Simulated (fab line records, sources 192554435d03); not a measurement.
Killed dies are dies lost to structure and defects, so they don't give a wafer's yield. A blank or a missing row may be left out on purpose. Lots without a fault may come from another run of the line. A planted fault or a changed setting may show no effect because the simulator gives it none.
fab line records | flow n5_finfet
record lots=5 wafers=15 last_day=17
route steps=1938 shown BEOL_M4@1074
lots that met no fault: from a run of the same line without faults
start_h: hours from the record's first day to the start of the lot's first wafer shown | wait_h: hours since the lot's step before | " the same as in the row above | L1.1+2: a row that stands for several wafers | - no value, or no start given | * or withheld: withheld | < > ~ a bound
route shown NAME@n: a module of which the file shows steps, and the number in the route of the first | usual: mean/standard deviation of fault-free wafers | same: alike in all rows | chamber/n: place in a boat | sites: the reading at each site | _std_site: their standard deviation | _edge_site: outer sites' mean less inner sites' | radius_mm: how far each site lies from the wafer's centre | mask NAME#n: copy n | behind: the tool/chamber that last shaped the wafer | hold: why the lot was held/for how many hours/how that ended | device: the transistor (n, p or np) that didn't switch | end of line: the same wafers' tests at the end of the route | a step without rows: its recipe alone | killed: dies lost to structure and defects at the first sort, not the wafer's yield | map: a wafer's dies, x killed, . not, _ none there
set.NAME: the setting as run; set.NAME@STEP: as run at that earlier step | model.NAME: the simulator's own value behind a step, which no gauge read
lots at some steps of the route; a table a step, a row a wafer
services: from which hour (start_h, from the record's first day; less than 0 if before it) a tool's chamber was out of use, for how many hours, and why
## steps
# step N5_BEOL_M4_HM_STRIP_39
# recipe chemistry=peroxide_tin_strip material=TiN target_depth_a=250 temp_c=50 time_s=158
# columns lot.wafer tool chamber start_h wait_h
L074.1+2+4 wet_bench-01 3,2,5 157.13 0.0
L082.1+2+5 wet_bench-06 3,7,2 209.44 0.0
L087.2+3+6 wet_bench-05 1,5,7 235.12 0.0
L088.1+3+6 wet_bench-06 0,5,3 238.74 0.0
L092.2+5+6 wet_bench-06 6,7,3 292.20 0.0
# step N5_BEOL_M4_SRD_40
# recipe time_s=30 temp_c=23 rinse_liquid=diw dry=ipa_marangoni
# columns lot.wafer tool chamber start_h wait_h
L074.1+2+4 wet_bench-01 3,2,5 157.18 0.0
L082.1+2+5 wet_bench-06 3,7,2 209.49 0.0
L087.2+3+6 wet_bench-05 1,5,7 235.17 0.0
L088.1+3+6 wet_bench-06 0,5,3 238.79 0.0
L092.2+5+6 wet_bench-06 6,7,3 292.25 0.0
# step N5_BEOL_M4_PRECLEAN_42
# recipe chemistry=residue_remover time_s=60 temp_c=40
# columns lot.wafer tool chamber start_h wait_h
L074.1+2+4 wet_bench-01 3,2,5 157.19 0.0
L082.1+2+5 wet_bench-06 3,7,2 209.50 0.0
L087.2+3+6 wet_bench-05 1,5,7 235.19 0.0
L088.1+3+6 wet_bench-06 0,5,3 238.81 0.0
L092.2+5+6 wet_bench-06 6,7,3 292.27 0.0
# step N5_BEOL_M4_SRD_43
# recipe time_s=30 temp_c=23 rinse_liquid=diw dry=ipa_marangoni
# columns lot.wafer tool chamber start_h wait_h
L074.1+2+4 wet_bench-01 3,2,5 157.21 0.0
L082.1+2+5 wet_bench-06 3,7,2 209.52 0.0
L087.2+3+6 wet_bench-05 1,5,7 235.20 0.0
L088.1+3+6 wet_bench-06 0,5,3 238.82 0.0
L092.2+5+6 wet_bench-06 6,7,3 292.28 0.0
# step N5_BEOL_M4_CD_MEAS_35
# recipe target_cd_nm=18 target_cd_y_nm=22.4 polarity=opening
# usual cd_nm=17.9/0.43
# columns lot.wafer tool chamber start_h wait_h cd_nm
L074.1 cd_sem-03 - 157.25 0.0 17.8
L074.2 " - " " 17.7
L074.4 " - " " 17.9
L082.1 cd_sem-01 - 209.56 0.0 19.0
L082.2 " - " " 17.8
L082.5 " - " " 18.1
L087.2 cd_sem-01 - 235.24 0.0 17.5
L087.3 " - " " 19.3
L087.6 " - " " 18.1
L088.1 cd_sem-03 - 238.87 0.0 18.1
L088.3 " - " " 17.5
L088.6 " - " " 17.3
L092.2 cd_sem-01 - 292.33 0.0 17.2
L092.5 " - " " 17.1
L092.6 " - " " 17.9
# step N5_BEOL_M4_DEGAS_44
# recipe ambient=vacuum temp_c=250 time_s=60
# usual heater_power_w=325/28
# columns lot.wafer tool chamber start_h wait_h heater_power_w
L074.1 pvd_sputter-03 - 157.38 0.1 312
L074.2 " - " " 346
L074.4 " - " " 305
L082.1 pvd_sputter-01 - 211.65 2.1 293
L082.2 " - " " 343
L082.5 " - " " 349
L087.2 pvd_sputter-03 - 235.87 0.6 345
L087.3 " - " " 349
L087.6 " - " " 348
L088.1 pvd_sputter-01 - 238.99 0.1 291
L088.3 " - " " 288
L088.6 " - " " 341
L092.2 pvd_sputter-01 - 292.47 0.1 277
L092.5 " - " " 298
L092.6 " - " " 344
# step N5_BEOL_M4_PRE_CLEAN_45
# recipe gas=H2/He time_s=30 temp_c=250
# usual heater_power_w=325/28
# columns lot.wafer tool chamber start_h wait_h heater_power_w
L074.1 pvd_sputter-03 - 157.42 0.0 312
L074.2 " - " " 351
L074.4 " - " " 307
L082.1 pvd_sputter-01 - 211.69 0.0 295
L082.2 " - " " 342
L082.5 " - " " 344
L087.2 pvd_sputter-03 - 235.91 0.0 349
L087.3 " - " " 350
L087.6 " - " " 344
L088.1 pvd_sputter-01 - 239.03 0.0 298
L088.3 " - " " 281
L088.6 " - " " 334
L092.2 pvd_sputter-01 - 292.51 0.0 283
L092.5 " - " " 294
L092.6 " - " " 336
# step N5_BEOL_M4_ALD_84
# recipe material=TaN target_thk_a=* temp_c=275 ald_precursor_family=PDMAT ald_co_reactant=NH3 pressure_torr=3 carrier_flow_sccm=1500 pulse_time_s=2 purge_time_s=3 co_reactant_purge_time_s=2 co_reactant_pulse_time_s=3 ald_cycles=30 precursor_vessel_temp_c=75 precursor_vessel_pressure_torr=26.25 precursor_vessel_carrier_sccm=1000
# usual heater_power_w=431/55 precursor_vessel_carrier_sccm=1000.2/3
# same purge_time_s=3
# columns lot.wafer tool chamber start_h wait_h heater_power_w precursor_vessel_carrier_sccm
L074.1 ald_metal-03 1 157.48 0.0 502 997.5
L074.2 " 2 " " 427 1001.7
L074.4 " 0 " " 342 997.7
L082.1 ald_metal-04 2 211.83 0.1 497 1001.7
L082.2 " 3 " " 505 998.0
L082.5 " 0 " " 406 1002.8
L087.2 ald_metal-03 2 235.97 0.0 427 1000.7
L087.3 " 0 " " 339 1001.0
L087.6 " 3 " " 478 1006.0
L088.1 ald_metal-03 0 239.32 0.3 348 996.4
L088.3 " 3 " " 475 995.6
L088.6 " 3 " " 477 994.8
L092.2 ald_metal-03 2 292.68 0.2 431 998.5
L092.5 " 2 " " 427 1000.3
L092.6 " 1 " " 497 1002.8
# step N5_BEOL_M4_SURFACE_TREAT_85
# recipe gas=Ar time_s=* ion_energy_ev=* ion_current_ma_cm2=0.5 pressure_mtorr=* ar_flow_sccm=30
# usual pressure_mtorr=* throttle_valve_pct=*
# columns lot.wafer tool chamber start_h wait_h pressure_mtorr throttle_valve_pct
L074.1 pvd_sputter-01 - 157.71 0.1 * *
L074.2 " - " " * *
L074.4 " - " " * *
L082.1 pvd_sputter-01 - 212.45 0.5 * *
L082.2 " - " " * *
L082.5 " - " " * *
L087.2 pvd_sputter-01 - 236.21 0.1 * *
L087.3 " - " " * *
L087.6 " - " " * *
L088.1 pvd_sputter-03 - 240.07 0.6 * *
L088.3 " - " " * *
L088.6 " - " " * *
L092.2 pvd_sputter-03 - 292.94 0.2 * *
L092.5 " - " " * *
L092.6 " - " " * *
# step N5_BEOL_M4_CVD_47
# recipe material=Co target_thk_a=30 temp_c=withheld precursor=CCTBA/H2 pressure_torr=30 time_s=223.8
# columns lot.wafer tool chamber start_h wait_h
L074.1+2+4 cvd_co-02 0,1,1 157.79 0.1
L082.1+2+5 cvd_co-02 2,0,2 212.51 0.0
L087.2+3+6 cvd_co-02 0,2,1 236.34 0.1
L088.1+3+6 cvd_co-01 2,0,0 240.13 0.0
L092.2+5+6 cvd_co-01 2,0,2 293.00 0.0
## services
# columns tool chamber start_h hours kind
cvd_co-02 - 140.44 0.7 repair
ald_metal-03 - 195.59 0.6 repair
ald_metal-04 - 197.69 0.3 repair
ald_metal-03 - 203.08 0.5 repair
ald_metal-04 - 231.06 8.7 pm
cvd_co-01 0 244.46 12.5 repair
cvd_co-02 - 244.92 1.4 repair
ald_metal-04 0 263.19 7.0 repair
wet_bench-05 - 265.98 4.4 pm
## key
fault none
